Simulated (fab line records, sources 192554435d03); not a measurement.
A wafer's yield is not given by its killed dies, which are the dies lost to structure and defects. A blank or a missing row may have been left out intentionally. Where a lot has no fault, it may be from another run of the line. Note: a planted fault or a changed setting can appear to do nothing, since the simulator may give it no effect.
8D (eight disciplines) problem report, filled in by code	flow n5_finfet	the parts of the form that need people (team, actions taken, sign-off) are left out

## 1. THE ISSUE
At N5_SD_ACTIVATION_LSA_01, wafer_temp_C_max averages 1073.3 over 6 wafers from 2 lots, while fault-free wafers read 1087.5, standard deviation 1.7. That is -8.4 standard deviations from the usual mean.
The step: time 0.0008 s.
First observed at day 6 12:48: wafer L708.1, on laser_anneal-01. Wafers with a number at this step in the record: 39, from 13 lots. By rule, "out" or "out of limits" means more than 4 standard deviations away from the usual mean. The rest of the wafers with a number are treated as sound.

## 2. WHAT IT IS, WHAT IT ISN'T
question	is	is not
which readings at this step	wafer_temp_C_max	-
which lots	L708, L710	L698, L699, L700, L701, L702, L703, L704, L713, L715, L717, L719
which wafers of those lots	all that have a number	-
read on which tools	laser_anneal-01	laser_anneal-02
when	from day 6 12:48	up to then (21 sound wafers); but 12 sound wafers of L713, L715, L717, L719 came after

## 3. THE SUSPECTS, EACH WITH WHAT RULES IT OUT
Counting: a tool at a process step up to the reading stays a suspect if it ran every lot that is out and no sound lot after the first of them.
- laser_anneal-01 at N5_SD_ACTIVATION_LSA_01 (time 0.0008 s): kept. All lots that are out passed through it, beginning with L708 at day 6 12:48, and no sound lot followed; its final sound lot before that point was L704 at day 5 10:57. Its own readings are out on those wafers: wafer_temp_C_max.
The count leaves laser_anneal-01 at N5_SD_ACTIVATION_LSA_01.

## 4. THE CAUSE (what the simulator had put in)
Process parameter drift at N5_SD_ACTIVATION_LSA_01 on laser_anneal-01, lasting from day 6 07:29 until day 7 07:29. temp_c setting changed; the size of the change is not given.
The count eliminated every tool but this one.

## 5. THE CHAIN OF EFFECTS, in route order
Each row: a reading where the mean over the struck wafers with a number is more than 3 standard deviations away from the usual. Readings are gone through only where the record gives a usual standard deviation; hours: the median, over the lots, of the time from a lot's start at the first step in this table giving one to that lot's start at this step; sigmas: the change measured in usual standard deviations.
hours	step	reading	usual	on struck wafers	change	sigmas
0	N5_SD_ACTIVATION_LSA_01	wafer_temp_C_max	1087.5	1073.3	-14.2	-8.4
Process steps it contains:
- N5_SD_ACTIVATION_LSA_01: time 0.0008 s.
At these later measuring or inspecting steps, every struck wafer for which the step has a row has a number for every such reading, and none has moved that far: N5_ILD0_INSPECT_06.

## 6. WHAT WOULD HAVE CAUGHT IT SOONER
In this record the first reading out of limits was taken at day 6 12:48, 5 hours after the fault began at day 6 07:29.
